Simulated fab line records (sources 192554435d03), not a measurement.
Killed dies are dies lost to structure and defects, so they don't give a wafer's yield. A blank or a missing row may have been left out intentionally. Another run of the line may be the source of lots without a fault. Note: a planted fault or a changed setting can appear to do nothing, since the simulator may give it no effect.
fab line records	flow n5_finfet
[record] lots = 24	wafers = 72	last_day = 19
route steps=1938 shown ZERO_LAYER@15 FIN_SAQP@94 FIN_CUT@163
lots that met no fault: taken from a fault-free run of the same line
start_h: hours from the record's first day to the start of the lot's first wafer shown	wait_h: hours elapsed since this lot's preceding step	" as in the row above	L1.1+2: several wafers, shown together as one row	- no value present, or no start provided	* or withheld: withheld	< > ~ a bound
route shown NAME@n: NAME is a module with steps in the file, n the number in the route of the first one	usual: mean and standard deviation over wafers with no fault	same: alike in all rows	chamber/n: place in a boat	sites: per-site readings	_std_site: the values' standard deviation	_edge_site: mean of outer sites minus mean of inner sites	radius_mm: how far each site lies from the wafer's centre	mask NAME#n: copy n	behind: the most recent tool/chamber to have shaped the wafer	hold: cause of the lot's hold/its duration in hours/its outcome	device: the transistor (n, p or np) that didn't switch	end of line: at the end of the route, the tests of the same wafers	a step with no rows: only its recipe	killed: dies lost to structure and defects at the first sort, not the wafer's yield	map: shows each die of a wafer: x if killed, . if not, _ if none is there
set.NAME: the run value of the setting; set.NAME@STEP: its run value at that earlier step	model.NAME: the simulator's own value behind a step, which no gauge read
steps of the route over a sample of lots; a table a step, a row a wafer
services: a tool's chamber out of use, with start hour (start_h, from the record's first day; less than 0 if before it), hours out, and reason
[[steps]]
[step N5_ZERO_LAYER_ETCH_17]
[recipe] chemistry = CF4	target = SiO2	target_depth_a = 120	time_s = 13.3	ion_energy_ev = 350	pressure_mtorr = 40	source_w = 450	bias_w = 215	Ar_flow_sccm = 100	cf4_flow_sccm = 100
[usual] cf4_flow_sccm = 100.0/0.32	drypump_motor_current_A = 5.80/0.25	oes_product_au = 0.79/0.07	rf_vpp_V = 950/4.3	showerhead_plenum_p_Torr = 2.16/0.071	throttle_valve_pct = 15.59/0.23
lot.wafer	tool	chamber	start_h	wait_h	cf4_flow_sccm	drypump_motor_current_A	oes_product_au	rf_hours_counter_h	rf_vpp_V	showerhead_plenum_p_Torr	throttle_valve_pct
L074.2	rie_diel-01	0	12.72	0.0	99.6	5.68	0.92	18	947	2.10	15.12
L074.3	"	3	"	"	99.6	5.83	0.74	214	954	2.22	15.69
L074.5	"	3	"	"	99.7	5.83	0.73	-	953	2.22	15.68
L075.3	rie_diel-06	1	18.71	0.0	99.7	6.28	0.77	168	944	2.06	15.43
L075.4	"	2	"	"	99.8	6.02	0.80	-	946	2.07	15.60
L075.6	"	1	"	"	99.9	6.28	0.77	-	944	2.06	15.45
L076.1	rie_diel-01	3	25.14	0.0	100.8	5.86	0.73	218	952	2.22	15.69
L076.5	"	3	"	"	100.3	5.87	0.73	-	952	2.22	15.69
L076.6	"	2	"	"	99.8	5.66	0.75	-	952	2.21	15.74
L077.1	rie_diel-06	0	32.16	0.0	99.6	5.86	0.78	105	955	2.25	15.64
L077.2	"	3	"	"	100.6	5.41	0.93	4	956	2.29	15.63
L077.5	"	2	"	"	99.7	6.01	0.79	-	946	2.07	15.58
L078.2	rie_diel-01	3	36.71	0.0	99.8	5.86	0.73	223	953	2.22	15.69
L078.3	"	1	"	"	100.1	6.11	0.89	24	952	2.18	15.47
L078.6	"	3	"	"	99.9	5.84	0.73	-	954	2.22	15.71
L079.1	rie_diel-01	2	42.84	0.0	100.3	5.68	0.75	169	955	2.21	15.74
L079.2	"	3	"	"	100.6	5.85	0.72	224	952	2.22	15.69
L079.3	"	1	"	"	99.5	6.13	0.89	26	952	2.18	15.48
L080.1	rie_diel-06	1	48.84	0.0	99.9	6.27	0.77	179	942	2.05	15.46
L080.3	"	2	"	"	100.2	6.00	0.78	88	945	2.07	15.60
L080.4	"	0	"	"	100.0	5.90	0.78	110	954	2.25	15.63
L081.1	rie_diel-06	2	54.88	0.0	100.1	6.00	0.78	90	945	2.07	15.60
L081.2	"	0	"	"	99.6	5.90	0.77	112	954	2.25	15.65
L081.4	"	3	"	"	99.9	5.42	0.90	12	956	2.29	15.63
L082.1	rie_diel-01	3	60.86	0.0	100.3	5.84	0.72	231	952	2.21	15.72
L082.2	"	1	"	"	100.2	6.09	0.89	33	950	2.17	15.50
L082.5	"	1	"	"	99.7	6.10	0.89	-	951	2.17	15.49
L083.1	rie_diel-01	0	66.86	0.0	99.9	5.67	0.90	32	946	2.10	15.14
L083.2	"	2	"	"	99.6	5.64	0.74	177	954	2.20	15.76
L083.5	"	0	"	"	100.0	5.66	0.90	-	947	2.10	15.15
L084.2	rie_diel-06	2	72.85	0.0	99.9	6.00	0.78	95	946	2.07	15.60
L084.4	"	0	"	"	100.1	5.89	0.77	117	954	2.25	15.66
L084.6	"	2	"	"	100.4	6.02	0.77	-	945	2.07	15.61
L085.3	rie_diel-05	0	78.72	0.0	99.2	5.77	0.75	153	948	2.13	15.70
L085.5	"	2	"	"	100.3	5.67	0.69	-	948	2.12	16.02
L085.6	"	1	"	"	100.2	5.16	0.76	-	944	2.06	15.88
L086.1	rie_diel-05	0	84.84	0.0	100.1	5.80	0.74	154	949	2.13	15.70
L086.2	"	2	"	"	99.5	5.65	0.71	207	949	2.12	16.02
L086.4	"	1	"	"	100.2	5.21	0.75	143	944	2.06	15.89
L087.4	rie_diel-01	1	90.71	0.0	99.8	6.08	0.87	40	952	2.17	15.52
L087.5	"	1	"	"	99.5	6.11	0.87	-	951	2.17	15.51
L087.6	"	2	"	"	99.7	5.66	0.73	-	952	2.20	15.76
L088.1	rie_diel-01	1	96.72	0.0	99.6	6.10	0.87	41	951	2.17	15.52
L088.2	"	0	"	"	100.2	5.65	0.87	40	945	2.09	15.14
L088.4	"	2	"	"	99.5	5.67	0.73	184	953	2.20	15.78
L089.1	rie_diel-01	1	102.84	0.0	100.0	6.11	0.87	43	951	2.17	15.49
L089.3	"	2	"	"	100.0	5.65	0.73	186	953	2.20	15.79
L089.5	"	1	"	"	99.9	6.10	0.86	-	950	2.17	15.50
L090.1	rie_diel-05	0	108.71	0.0	99.6	5.74	0.74	163	949	2.13	15.73
L090.2	"	1	"	"	100.5	5.20	0.75	151	942	2.06	15.91
L090.4	"	3	"	"	99.6	5.76	0.88	65	946	2.09	15.27
L091.1	rie_diel-01	0	114.75	0.0	100.5	5.66	0.86	45	946	2.09	15.17
L091.3	"	1	"	"	100.5	6.09	0.85	46	949	2.17	15.52
L091.6	"	1	"	"	100.0	6.10	0.86	-	950	2.17	15.52
L092.3	rie_diel-05	1	120.72	0.0	99.9	5.19	0.74	155	943	2.05	15.91
L092.4	"	0	"	"	100.2	5.80	0.73	167	948	2.12	15.73
L092.5	"	2	"	"	99.8	5.65	0.68	-	947	2.12	16.05
L093.1	rie_diel-01	3	126.82	0.0	100.0	5.84	0.69	250	952	2.21	15.74
L093.3	"	0	"	"	100.3	5.66	0.85	48	944	2.09	15.16
L093.5	"	3	"	"	99.7	5.85	0.70	-	953	2.21	15.74
L094.1	rie_diel-01	0	132.74	0.0	99.7	5.65	0.86	49	946	2.09	15.17
L094.2	"	3	"	"	99.8	5.86	0.70	251	951	2.21	15.74
L094.5	"	2	"	"	100.2	5.67	0.73	-	953	2.20	15.80
L095.1	rie_diel-01	0	138.72	0.0	100.3	5.65	0.84	51	946	2.09	15.17
L095.5	"	0	"	"	100.2	5.65	0.85	-	943	2.09	15.17
L095.6	"	3	"	"	100.5	5.85	0.70	-	952	2.21	15.75
L096.3	rie_diel-06	1	145.07	0.0	100.2	6.26	0.76	200	941	2.05	15.51
L096.5	"	2	"	"	99.8	6.00	0.77	-	944	2.06	15.65
L096.6	"	1	"	"	100.3	6.30	0.77	-	942	2.05	15.51
L097.1	rie_diel-06	2	150.71	0.0	99.9	6.03	0.77	115	945	2.06	15.66
L097.3	"	0	"	"	99.9	5.88	0.76	139	954	2.24	15.71
L097.5	"	0	"	"	100.0	5.89	0.76	-	954	2.24	15.70
[step N5_FIN_SAQP_ALD_61]
[recipe] material = SiO2	target_thk_a = 40	temp_c = 300	ald_precursor_family = BDEAS	ald_co_reactant = O2-plasma	pulse_time_s = 1	purge_time_s = 2	co_reactant_purge_time_s = 2	ald_cycles = 43	pressure_torr = 2
[usual] heater_power_w = 456/56	precursor_pulse_height_rel = 0.999/0.019
[same] co_reactant_purge_time_s = 2
lot.wafer	tool	chamber	start_h	wait_h	heater_power_w	precursor_pulse_height_rel
L074.2	ald_sin-04	1	19.94	0.0	452	1.033
L074.3	"	0	"	"	395	1.026
L074.5	"	1	"	"	458	0.987
L075.3	ald_sin-04	0	26.75	0.1	383	0.994
L075.4	"	3	"	"	403	0.983
L075.6	"	1	"	"	459	0.978
L076.1	ald_sin-04	2	33.05	0.0	589	1.013
L076.5	"	3	"	"	401	0.975
L076.6	"	2	"	"	603	0.965
L077.1	ald_sin-04	0	39.44	0.0	381	0.984
L077.2	"	3	"	"	405	1.019
L077.5	"	2	"	"	585	1.006
L078.2	ald_sin-03	3	44.10	0.0	410	1.024
L078.3	"	0	"	"	450	0.994
L078.6	"	1	"	"	462	0.982
L079.1	ald_sin-04	2	51.22	0.6	589	0.978
L079.2	"	3	"	"	405	1.019
L079.3	"	0	"	"	395	1.023
L080.1	ald_sin-03	3	56.85	0.0	392	0.961
L080.3	"	2	"	"	461	1.001
L080.4	"	0	"	"	438	0.983
L081.1	ald_sin-03	2	63.19	0.0	467	0.966
L081.2	"	0	"	"	440	0.988
L081.4	"	3	"	"	385	1.005
L082.1	ald_sin-04	1	68.97	0.0	469	1.001
L082.2	"	2	"	"	601	1.007
L082.5	"	1	"	"	469	1.006
L083.1	ald_sin-01	1	75.76	0.0	449	0.987
L083.2	"	2	"	"	452	0.975
L083.5	"	1	"	"	463	1.018
L084.2	ald_sin-03	2	80.65	0.0	462	0.961
L084.4	"	2	"	"	464	1.006
L084.6	"	1	"	"	471	1.006
L085.3	ald_sin-03	2	86.50	0.0	462	0.986
L085.5	"	0	"	"	440	0.989
L085.6	"	3	"	"	414	0.985
L086.1	ald_sin-01	0	93.73	0.9	441	1.009
L086.2	"	3	"	"	432	0.988
L086.4	"	2	"	"	459	1.011
L087.4	ald_sin-01	0	98.93	0.1	431	1.026
L087.5	"	1	"	"	448	1.010
L087.6	"	0	"	"	437	1.014
L088.1	ald_sin-03	0	105.42	0.0	438	1.031
L088.2	"	3	"	"	405	0.997
L088.4	"	2	"	"	471	0.973
L089.1	ald_sin-04	3	110.64	0.0	415	0.971
L089.3	"	1	"	"	490	0.999
L089.5	"	1	"	"	489	0.987
L090.1	ald_sin-03	1	118.00	1.4	467	1.027
L090.2	"	2	"	"	458	1.032
L090.4	"	3	"	"	410	0.989
L091.1	ald_sin-01	3	123.02	0.0	432	0.993
L091.3	"	2	"	"	446	1.030
L091.6	"	0	"	"	431	0.994
L092.3	ald_sin-04	1	128.53	0.0	472	0.970
L092.4	"	3	"	"	420	1.010
L092.5	"	1	"	"	486	1.004
L093.1	ald_sin-04	2	134.70	0.0	565	0.978
L093.3	"	1	"	"	487	1.022
L093.5	"	0	"	"	389	0.992
L094.1	ald_sin-04	0	140.62	0.0	388	1.004
L094.2	"	3	"	"	417	0.991
L094.5	"	3	"	"	411	0.976
L095.1	ald_sin-04	3	146.11	0.0	416	1.027
L095.5	"	0	"	"	393	0.987
L095.6	"	3	"	"	415	1.015
L096.3	ald_sin-04	2	153.68	0.0	574	1.012
L096.5	"	0	"	"	404	1.031
L096.6	"	1	"	"	474	0.994
L097.1	ald_sin-04	1	159.03	0.0	463	1.033
L097.3	"	3	"	"	429	0.989
L097.5	"	2	"	"	557	1.013
[step N5_FIN_SAQP_HM_DEP_03]
[recipe] material = SiNx	target_thk_a = 380	temp_c = 400	precursor = SiH4/NH3/N2	pressure_torr = 1.5	rf_w = 300	time_s = 33.6
[usual] heater_power_w = 821/120	showerhead_plenum_p_Torr = 5.15/0.077	throttle_valve_pct = 40.7/2.6
lot.wafer	tool	chamber	start_h	wait_h	heater_power_w	showerhead_plenum_p_Torr	throttle_valve_pct
L074.2	pecvd-01	0	20.45	0.2	788	5.22	41.2
L074.3	"	0	"	"	784	5.21	41.2
L074.5	"	0	"	"	778	5.24	41.1
L075.3	pecvd-01	1	27.19	0.2	1013	5.14	43.4
L075.4	"	0	"	"	741	5.22	41.2
L075.6	"	0	"	"	760	5.22	41.0
L076.1	pecvd-03	0	33.72	0.2	669	5.25	40.0
L076.5	"	1	"	"	678	5.17	40.3
L076.6	"	0	"	"	692	5.24	40.0
L077.1	pecvd-04	0	39.85	0.2	777	5.02	39.0
L077.2	"	2	"	"	835	5.06	36.1
L077.5	"	0	"	"	808	5.02	38.9
L078.2	pecvd-04	2	44.52	0.2	869	5.06	35.8
L078.3	"	1	"	"	729	5.21	43.9
L078.6	"	2	"	"	866	5.05	36.2
L079.1	pecvd-01	1	51.65	0.2	959	5.14	43.4
L079.2	"	0	"	"	686	5.22	41.3
L079.3	"	1	"	"	929	5.14	43.3
L080.1	pecvd-03	1	57.27	0.2	671	5.17	40.6
L080.3	"	0	"	"	728	5.25	39.9
L080.4	"	2	"	"	809	5.17	37.8
L081.1	pecvd-04	2	63.60	0.2	903	5.05	36.0
L081.2	"	1	"	"	790	5.20	43.4
L081.4	"	2	"	"	881	5.05	36.2
L082.1	pecvd-04	2	69.38	0.2	796	5.06	36.4
L082.2	"	0	"	"	922	5.04	39.1
L082.5	"	1	"	"	766	5.21	44.1
L083.1	pecvd-04	0	76.17	0.2	797	5.02	38.9
L083.2	"	1	"	"	772	5.24	43.8
L083.5	"	0	"	"	787	5.04	39.1
L084.2	pecvd-01	1	81.07	0.2	1027	5.14	43.5
L084.4	"	0	"	"	811	5.21	41.8
L084.6	"	2	"	"	830	5.16	39.9
L085.3	pecvd-04	2	86.91	0.1	821	5.06	36.3
L085.5	"	2	"	"	858	5.06	36.2
L085.6	"	1	"	"	789	5.20	43.9
L086.1	pecvd-03	0	94.15	0.2	675	5.25	40.3
L086.2	"	1	"	"	702	5.18	40.3
L086.4	"	1	"	"	698	5.19	40.6
L087.4	pecvd-01	0	99.37	0.1	801	5.23	41.7
L087.5	"	0	"	"	812	5.22	41.5
L087.6	"	1	"	"	1026	5.14	43.7
L088.1	pecvd-01	1	105.85	0.2	989	5.15	43.6
L088.2	"	0	"	"	780	5.22	41.8
L088.4	"	1	"	"	942	5.13	44.0
L089.1	pecvd-03	2	111.06	0.2	746	5.17	38.1
L089.3	"	1	"	"	602	5.18	40.1
L089.5	"	2	"	"	718	5.16	38.2
L090.1	pecvd-01	1	118.54	0.2	1063	5.14	43.4
L090.2	"	0	"	"	709	5.22	41.6
L090.4	"	1	"	"	1053	5.14	43.3
L091.1	pecvd-03	1	123.99	0.2	710	5.19	40.4
L091.3	"	0	"	"	672	5.26	40.4
L091.6	"	2	"	"	785	5.17	38.2
L092.3	pecvd-01	0	128.97	0.2	669	5.23	41.5
L092.4	"	1	"	"	1046	5.14	43.6
L092.5	"	0	"	"	678	5.22	41.7
L093.1	pecvd-04	0	135.12	0.2	822	5.02	39.2
L093.3	"	0	"	"	875	5.03	38.9
L093.5	"	1	"	"	776	5.21	43.8
L094.1	pecvd-04	1	141.04	0.2	736	5.21	43.9
L094.2	"	2	"	"	979	5.05	36.4
L094.5	"	0	"	"	803	5.02	38.8
L095.1	pecvd-04	2	146.53	0.2	861	5.05	36.2
L095.5	"	1	"	"	726	5.21	43.7
L095.6	"	0	"	"	844	5.03	38.9
L096.3	pecvd-04	1	154.09	0.1	666	5.21	43.9
L096.5	"	0	"	"	883	5.02	38.7
L096.6	"	1	"	"	669	5.22	43.8
L097.1	pecvd-04	0	159.45	0.2	819	5.03	38.8
L097.3	"	2	"	"	949	5.07	36.4
L097.5	"	2	"	"	935	5.06	36.3
[step N5_FIN_SAQP_SPACER1_ETCHBACK_25]
[recipe] chemistry = CHF3/O2	mode = anisotropic_etchback	target = SiO2	target_depth_a = 244	time_s = 12.2	pressure_mtorr = 30	source_w = 650	bias_w = 170	Ar_flow_sccm = 200	CHF3_flow_sccm = 50	O2_flow_sccm = 5	ion_energy_ev = 200
[usual] drypump_motor_current_A = 5.6/0.41	oes_ar_750_au = 0.76/0.072	oes_product_au = 0.76/0.069	rf_vpp_V = 522/11	showerhead_plenum_p_Torr = 2.42/0.064	throttle_valve_pct = 18.95/0.23
lot.wafer	tool	chamber	start_h	wait_h	drypump_motor_current_A	oes_ar_750_au	oes_product_au	rf_hours_counter_h	rf_vpp_V	showerhead_plenum_p_Torr	throttle_valve_pct
L074.2	rie_diel-02	3	23.52	0.5	5.7	0.72	0.70	211	516	2.38	18.92
L074.3	"	2	"	"	5.2	0.82	0.83	66	516	2.53	18.54
L074.5	"	2	"	"	5.2	0.83	0.82	-	518	2.53	18.54
L075.3	rie_diel-03	2	29.97	0.4	5.2	0.77	0.77	130	528	2.33	19.12
L075.4	"	3	"	"	4.8	0.69	0.70	219	545	2.29	19.06
L075.6	"	1	"	"	5.8	0.71	0.72	-	518	2.39	18.58
L076.1	rie_diel-03	2	42.15	0.4	5.2	0.76	0.77	134	528	2.33	19.12
L076.5	"	3	"	"	4.8	0.69	0.70	-	545	2.29	19.07
L076.6	"	2	"	"	5.2	0.76	0.77	-	528	2.33	19.13
L077.1	rie_diel-02	3	42.56	0.4	5.7	0.71	0.70	216	516	2.38	18.91
L077.2	"	2	"	"	5.2	0.82	0.82	71	516	2.53	18.54
L077.5	"	1	"	"	5.5	0.73	0.71	-	527	2.40	19.17
L078.2	rie_diel-04	0	47.55	0.4	5.8	0.75	0.73	164	506	2.49	18.71
L078.3	"	1	"	"	5.7	0.79	0.80	130	523	2.44	19.07
L078.6	"	3	"	"	6.0	0.70	0.70	-	549	2.46	19.10
L079.1	rie_diel-02	3	55.10	0.6	5.7	0.71	0.70	222	517	2.38	18.91
L079.2	"	2	"	"	5.2	0.81	0.81	77	517	2.52	18.55
L079.3	"	0	"	"	6.3	0.90	0.88	39	509	2.45	19.06
L080.1	rie_diel-04	3	60.24	0.4	6.0	0.70	0.71	227	547	2.46	19.11
L080.3	"	1	"	"	5.6	0.79	0.79	-	523	2.44	19.08
L080.4	"	3	"	"	6.0	0.69	0.71	-	548	2.46	19.11
L081.1	rie_diel-03	2	66.75	0.4	5.2	0.75	0.76	145	526	2.32	19.14
L081.2	"	3	"	"	4.9	0.69	0.69	231	547	2.29	19.09
L081.4	"	1	"	"	5.8	0.70	0.69	182	518	2.39	18.60
L082.1	rie_diel-02	3	72.28	0.4	5.7	0.70	0.71	229	517	2.38	18.91
L082.2	"	1	"	"	5.4	0.71	0.70	209	527	2.39	19.18
L082.5	"	0	"	"	6.3	0.89	0.87	-	510	2.45	19.04
L083.1	rie_diel-02	0	78.85	0.4	6.3	0.89	0.87	45	508	2.45	19.04
L083.2	"	2	"	"	5.2	0.80	0.81	85	516	2.52	18.59
L083.5	"	1	"	"	5.5	0.71	0.71	-	528	2.39	19.18
L084.2	rie_diel-02	2	85.43	0.4	5.2	0.80	0.80	87	515	2.52	18.58
L084.4	"	1	"	"	5.5	0.71	0.70	-	526	2.39	19.18
L084.6	"	2	"	"	5.2	0.80	0.80	-	516	2.52	18.58
L085.3	rie_diel-02	3	89.68	0.5	5.7	0.70	0.69	234	516	2.38	18.94
L085.5	"	2	"	"	5.2	0.81	0.80	-	516	2.52	18.59
L085.6	"	1	"	"	5.5	0.72	0.71	-	528	2.39	19.19
L086.1	rie_diel-02	3	97.54	0.5	5.7	0.70	0.69	235	516	2.37	18.95
L086.2	"	0	"	"	6.3	0.90	0.87	48	511	2.45	19.06
L086.4	"	1	"	"	5.5	0.71	0.71	216	526	2.39	19.19
L087.4	rie_diel-02	0	102.15	0.4	6.3	0.88	0.86	50	511	2.44	19.07
L087.5	"	3	"	"	5.7	0.71	0.69	-	517	2.37	18.95
L087.6	"	0	"	"	6.3	0.89	0.87	-	511	2.44	19.09
L088.1	rie_diel-04	2	108.71	0.4	6.2	0.68	0.69	244	512	2.28	19.05
L088.2	"	3	"	"	6.0	0.68	0.69	246	547	2.45	19.15
L088.4	"	1	"	"	5.7	0.77	0.78	156	524	2.43	19.11
L089.1	rie_diel-04	1	114.30	0.4	5.7	0.77	0.78	159	524	2.43	19.11
L089.3	"	3	"	"	6.0	0.68	0.69	249	547	2.45	19.16
L089.5	"	2	"	"	6.2	0.69	0.68	-	513	2.28	19.07
L090.1	rie_diel-02	2	121.15	0.4	5.2	0.79	0.78	99	515	2.51	18.60
L090.2	"	1	"	"	5.5	0.71	0.70	225	526	2.39	19.21
L090.4	"	0	"	"	6.3	0.88	0.85	57	509	2.44	19.07
L091.1	rie_diel-02	2	126.69	0.4	5.2	0.79	0.79	101	515	2.51	18.59
L091.3	"	1	"	"	5.5	0.71	0.69	227	527	2.39	19.21
L091.6	"	2	"	"	5.3	0.78	0.80	-	516	2.51	18.58
L092.3	rie_diel-03	3	131.91	0.4	4.8	0.68	0.68	249	547	2.28	19.12
L092.4	"	0	"	"	5.0	0.90	0.88	24	534	2.45	18.81
L092.5	"	3	"	"	4.9	0.68	0.69	-	544	2.28	19.10
L093.1	rie_diel-02	0	139.70	0.4	6.3	0.87	0.85	63	510	2.44	19.10
L093.3	"	3	"	"	5.7	0.69	0.68	250	516	2.37	18.96
L093.5	"	1	"	"	5.5	0.71	0.70	-	526	2.39	19.21
L094.1	rie_diel-02	1	144.15	0.4	5.5	0.70	0.70	232	528	2.38	19.22
L094.2	"	0	"	"	6.3	0.86	0.85	65	510	2.44	19.11
L094.5	"	2	"	"	5.2	0.78	0.78	-	515	2.51	18.61
L095.1	rie_diel-02	1	149.43	0.4	5.5	0.71	0.70	235	527	2.38	19.21
L095.5	"	2	"	"	5.2	0.78	0.78	-	514	2.51	18.61
L095.6	"	1	"	"	5.5	0.70	0.70	-	527	2.38	19.21
L096.3	rie_diel-02	0	156.90	0.4	6.3	0.86	0.83	72	510	2.44	19.09
L096.5	"	0	"	"	6.4	0.86	0.83	-	509	2.44	19.11
L096.6	"	1	"	"	5.5	0.70	0.69	-	526	2.38	19.21
L097.1	rie_diel-04	3	163.22	0.6	6.0	0.90	0.93	14	548	2.44	18.79
L097.3	"	0	"	"	5.8	0.71	0.69	208	509	2.48	18.81
L097.5	"	0	"	"	5.8	0.72	0.68	-	508	2.48	18.81
[step N5_FIN_CUT_CD_MEAS_08]
[recipe] target_cd_nm = 29.1	landing_energy_ev = 500	detector = se_inlens	polarity = opening
[usual] cd_nm = 29.03/0.25
lot.wafer	tool	chamber	start_h	wait_h	cd_nm
L074.2	cd_sem-03	0	26.29	-	29.36
L074.3	"	0	"	"	29.28
L074.5	"	0	"	"	29.38
L075.3	cd_sem-01	0	32.75	-	28.93
L075.4	"	0	"	"	29.28
L075.6	"	0	"	"	28.63
L076.1	cd_sem-02	0	45.08	-	28.96
L076.5	"	0	"	"	29.07
L076.6	"	0	"	"	28.99
L077.1	cd_sem-01	0	45.39	-	29.08
L077.2	"	0	"	"	29.16
L077.5	"	0	"	"	29.30
L078.2	cd_sem-02	0	50.75	-	28.97
L078.3	"	0	"	"	29.02
L078.6	"	0	"	"	28.84
L079.1	cd_sem-02	0	57.99	-	28.94
L079.2	"	0	"	"	28.78
L079.3	"	0	"	"	28.92
L080.1	cd_sem-02	0	63.02	-	28.94
L080.3	"	0	"	"	28.85
L080.4	"	0	"	"	28.78
L081.1	cd_sem-03	0	69.55	-	28.73
L081.2	"	0	"	"	29.42
L081.4	"	0	"	"	28.98
L082.1	cd_sem-03	0	75.09	-	28.74
L082.2	"	0	"	"	28.99
L082.5	"	0	"	"	28.96
L083.1	cd_sem-02	0	81.65	-	28.82
L083.2	"	0	"	"	29.20
L083.5	"	0	"	"	28.86
L084.2	cd_sem-02	0	88.27	-	28.87
L084.4	"	0	"	"	29.56
L084.6	"	0	"	"	29.31
L085.3	cd_sem-01	0	95.09	-	29.42
L085.5	"	0	"	"	28.69
L085.6	"	0	"	"	29.08
L086.1	cd_sem-02	0	100.24	-	28.80
L086.2	"	0	"	"	29.60
L086.4	"	0	"	"	28.83
L087.4	cd_sem-03	0	105.15	-	28.64
L087.5	"	0	"	"	28.87
L087.6	"	0	"	"	28.60
L088.1	cd_sem-02	0	111.54	-	28.94
L088.2	"	0	"	"	29.11
L088.4	"	0	"	"	29.24
L089.1	cd_sem-01	0	118.10	-	29.17
L089.3	"	0	"	"	29.13
L089.5	"	0	"	"	28.82
L090.1	cd_sem-02	0	123.92	-	29.02
L090.2	"	0	"	"	28.87
L090.4	"	0	"	"	29.05
L091.1	cd_sem-03	0	129.45	-	29.32
L091.3	"	0	"	"	29.12
L091.6	"	0	"	"	29.23
L092.3	cd_sem-01	0	135.39	-	29.24
L092.4	"	0	"	"	29.26
L092.5	"	0	"	"	29.54
L093.1	cd_sem-02	0	142.84	-	28.97
L093.3	"	0	"	"	29.27
L093.5	"	0	"	"	29.25
L094.1	cd_sem-02	0	147.48	-	29.26
L094.2	"	0	"	"	28.88
L094.5	"	0	"	"	29.06
L095.1	cd_sem-01	0	153.04	-	28.87
L095.5	"	0	"	"	29.05
L095.6	"	0	"	"	29.20
L096.3	cd_sem-02	0	159.53	-	29.43
L096.5	"	0	"	"	29.36
L096.6	"	0	"	"	28.96
L097.1	cd_sem-03	0	166.31	-	28.70
L097.3	"	0	"	"	28.62
L097.5	"	0	"	"	28.40
[step N5_FIN_CUT_PRECLEAN_35]
[recipe] time_s = 13.3	temp_c = 45	pressure_torr = 125	p_hf_torr = 3	p_coreactant_torr = 25	chemistry = vHF
[usual] drypump_motor_current_A = 6.0/0.57	pressure_torr = 125.02/0.26
lot.wafer	tool	chamber	start_h	wait_h	drypump_motor_current_A	pressure_torr
L074.2	vapor_etch-02	0	27.04	0.0	5.7	124.74
L074.3	"	1	"	"	4.8	125.19
L074.5	"	1	"	"	4.8	125.28
L075.3	vapor_etch-01	0	33.71	0.1	6.0	125.19
L075.4	"	1	"	"	6.5	124.80
L075.6	"	1	"	"	6.5	124.81
L076.1	vapor_etch-01	0	45.85	0.0	6.0	125.20
L076.5	"	0	"	"	6.0	124.88
L076.6	"	1	"	"	6.5	125.21
L077.1	vapor_etch-02	1	46.26	0.0	4.8	125.19
L077.2	"	0	"	"	5.7	124.87
L077.5	"	1	"	"	4.8	125.22
L078.2	vapor_etch-01	1	51.55	0.0	6.5	124.86
L078.3	"	1	"	"	6.5	124.83
L078.6	"	0	"	"	6.0	124.82
L079.1	vapor_etch-02	1	58.66	0.0	4.8	124.98
L079.2	"	0	"	"	5.7	124.97
L079.3	"	1	"	"	4.8	124.71
L080.1	vapor_etch-01	1	63.69	0.0	6.5	124.47
L080.3	"	0	"	"	6.0	125.11
L080.4	"	1	"	"	6.5	124.60
L081.1	vapor_etch-01	0	70.22	0.0	6.0	125.05
L081.2	"	1	"	"	6.5	125.16
L081.4	"	1	"	"	6.5	124.77
L082.1	vapor_etch-02	0	75.86	0.0	5.8	124.75
L082.2	"	1	"	"	4.8	124.96
L082.5	"	1	"	"	4.8	125.01
L083.1	vapor_etch-01	1	83.84	1.4	6.5	125.01
L083.2	"	1	"	"	6.5	125.14
L083.5	"	1	"	"	6.5	124.81
L084.2	vapor_etch-01	0	89.20	0.3	6.0	124.82
L084.4	"	0	"	"	6.0	124.93
L084.6	"	0	"	"	6.0	125.29
L085.3	vapor_etch-01	1	96.11	0.4	6.5	124.33
L085.5	"	1	"	"	6.5	125.21
L085.6	"	0	"	"	6.0	125.02
L086.1	vapor_etch-01	0	100.91	0.0	6.0	125.35
L086.2	"	1	"	"	6.5	124.83
L086.4	"	1	"	"	6.5	125.08
L087.4	vapor_etch-01	1	105.84	0.1	6.5	125.65
L087.5	"	0	"	"	6.0	125.22
L087.6	"	1	"	"	6.5	125.42
L088.1	vapor_etch-01	1	112.21	0.0	6.5	125.22
L088.2	"	0	"	"	6.0	125.22
L088.4	"	0	"	"	6.0	125.02
L089.1	vapor_etch-01	1	118.90	0.0	6.5	124.76
L089.3	"	0	"	"	6.0	124.66
L089.5	"	1	"	"	6.6	124.87
L090.1	vapor_etch-01	0	124.59	0.0	6.0	125.27
L090.2	"	1	"	"	6.5	124.91
L090.4	"	1	"	"	6.5	125.24
L091.1	vapor_etch-01	0	130.13	0.0	6.0	124.88
L091.3	"	0	"	"	6.0	124.85
L091.6	"	1	"	"	6.5	125.21
L092.3	vapor_etch-02	1	136.08	0.1	4.8	125.35
L092.4	"	0	"	"	5.8	125.51
L092.5	"	1	"	"	4.8	125.62
L093.1	vapor_etch-02	0	143.51	0.0	5.7	125.06
L093.3	"	0	"	"	5.8	125.23
L093.5	"	1	"	"	4.8	125.33
L094.1	vapor_etch-01	1	148.17	0.0	6.6	125.04
L094.2	"	0	"	"	6.0	125.23
L094.5	"	0	"	"	6.0	125.10
L095.1	vapor_etch-02	0	153.75	0.0	5.7	124.68
L095.5	"	0	"	"	5.7	124.52
L095.6	"	1	"	"	4.8	125.55
L096.3	vapor_etch-01	0	160.65	0.1	6.0	125.27
L096.5	"	1	"	"	6.5	125.15
L096.6	"	0	"	"	6.0	125.19
L097.1	vapor_etch-01	0	167.05	0.0	6.0	125.28
L097.3	"	1	"	"	6.5	124.86
L097.5	"	1	"	"	6.5	125.24
[[services]]
tool	chamber	start_h	hours	kind
pecvd-01	-	-6.07	6.0	pm
pecvd-01	2	16.27	17.3	repair
ald_sin-03	0	28.16	12.2	repair
pecvd-04	1	29.22	5.6	repair
rie_diel-01	0	41.96	13.1	repair
pecvd-01	2	50.15	7.6	repair
rie_diel-02	1	52.92	1.5	repair
rie_diel-06	-	55.42	2.8	pm
pecvd-01	1	56.72	9.6	repair
ald_sin-03	2	71.74	6.7	repair
rie_diel-02	0	73.23	5.6	repair
ald_sin-03	3	77.20	4.8	repair
vapor_etch-02	-	81.30	15.6	pm
rie_diel-02	0	82.78	5.5	repair
ald_sin-04	-	86.50	14.0	pm
pecvd-01	2	99.15	4.5	repair
pecvd-01	-	99.70	0.3	repair
pecvd-04	-	110.51	0.4	repair
ald_sin-03	1	118.42	19.7	repair
ald_sin-03	-	125.02	0.2	repair
rie_diel-06	-	132.24	0.2	repair
rie_diel-01	2	137.63	13.2	repair
vapor_etch-01	-	139.94	2.8	pm
rie_diel-01	3	145.39	3.7	repair
[[key]]
fault none
